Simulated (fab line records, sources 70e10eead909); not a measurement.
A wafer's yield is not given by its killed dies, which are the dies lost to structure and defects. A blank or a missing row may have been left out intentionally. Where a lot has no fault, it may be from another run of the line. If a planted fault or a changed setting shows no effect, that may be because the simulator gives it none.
A lot that was struck, set against a sound lot / flow nand-harc / 18 out of 1302 route steps
Sound: these wafers, L765.1, L765.2, L765.3. Wafers struck: L770.1, L770.3, L770.5. At the end, the cause is stated.
At each step with rows: each side's tool, then ch and its chambers, then its first start. Under that, the readings that differ: sound wafers / struck wafers / difference of the means / sigmas: that difference in standard deviations of wafers without a fault.
alike: readings whose means differ by less than 2 such deviations, and words and numbers that are the same on both sides. not compared: withheld readings, readings that some wafer has no value for, bounds like >300 that may hide the same value, and numbers for which the record gives no deviation and whose values overlap.
A row with sigmas, a row that says differs or no value, or rows on one side alone: a step with any of these is where the two part. Numbers that don't overlap but have no deviation are shown without sigmas and don't part them. A reading that every wafer of one side lacks parts them only if that side has two wafers or more.

NHARC_P_GATE_CD_MEAS_46 targets a cd of 720 nm.
  sound on cd-sem-03 ch 0, day 5 12:10; struck on cd-sem-03 ch 0, day 7 12:37
  alike: cd-nm
then, 1 step without rows for these wafers: NHARC_P_GATE_HARDBAKE_47 (time 80 s).
NHARC_P_GATE_DESCUM_48: chemistry O2, time 3 s.
  sound on rie-diel-07 ch 0,1,2, day 5 12:20; struck on rie-diel-10 ch 0,1,2, day 7 12:47
  alike: drypump-motor-current-A, oes-product-au, rf-vpp-V, showerhead-plenum-p-Torr, throttle-valve-pct
  not compared: rf-hours-counter-h
then, 1 step without rows for these wafers: NHARC_P_GATE_IMPLANT_49.
NHARC_P_GATE_STRIP_111: strips in N2/H2, time 250 s.
  sound on plasma-asher-01 ch 0,1, day 5 12:44; struck on plasma-asher-01 ch 1, day 7 13:18
  alike: drypump-motor-current-A, heater-power-w
  not compared: rf-hours-counter-h
NHARC_P_GATE_STRIP_75: strips in O2.
  sound on plasma-asher-01 ch 0,1, day 5 13:02; struck on plasma-asher-01 ch 1, day 7 13:34
  alike: drypump-motor-current-A, heater-power-w
  not compared: rf-hours-counter-h
then, 6 steps without rows for these wafers: NHARC_P_GATE_STRIP_50 (strips in SPM, time 900 s); NHARC_P_GATE_DEHYDRATE_51 (time 120 s); NHARC_P_GATE_HMDS_52 (time 30 s); NHARC_P_GATE_COAT_53; NHARC_P_GATE_SOFTBAKE_54 (time 95 s); NHARC_P_GATE_EBR_55.
NHARC_P_GATE_EXPOSE_56: exposes mask P PSD, target cd 720 nm.
  sound on krf-scanner-02 ch 0, day 5 13:47; struck on krf-scanner-02 ch 0, day 7 14:11
reading=mask; sound=P_PSD#0 P_PSD#0 P_PSD#0; struck=P_NSD#0 P_NSD#0 P_NSD#0; difference=differs; sigmas=
  alike: stage-vel-mm-s
then, 2 steps without rows for these wafers: NHARC_P_GATE_PEB_57 (peb time 85 s); NHARC_P_GATE_DEVELOP_58 (time 70 s).
NHARC_P_GATE_CD_MEAS_59 targets a cd of 720 nm.
  sound on cd-sem-02 ch 0, day 5 13:57; struck on cd-sem-03 ch 0, day 7 14:21
reading=cd-nm (nm); sound=723.4 724.1 722.3; struck=- - -; difference=no value on the struck wafers; sigmas=
then, 1 step without rows for these wafers: NHARC_P_GATE_HARDBAKE_60 (time 80 s).
-- the record jumps here: 19 days lie between the struck wafers' starts before and after (it left off in module P_GATE and takes up again in module END, whose first step shown is number 1302 of the route) --
NHARC_END_SORT_01:
  the record has rows for the struck wafers here (prober-02 ch 0, day 26 05:57) and none for the sound ones

## WHERE THEY PART
Earliest at NHARC_P_GATE_EXPOSE_56; latest, in this record, at NHARC_END_SORT_01.

WHY: what had been put in by the simulator
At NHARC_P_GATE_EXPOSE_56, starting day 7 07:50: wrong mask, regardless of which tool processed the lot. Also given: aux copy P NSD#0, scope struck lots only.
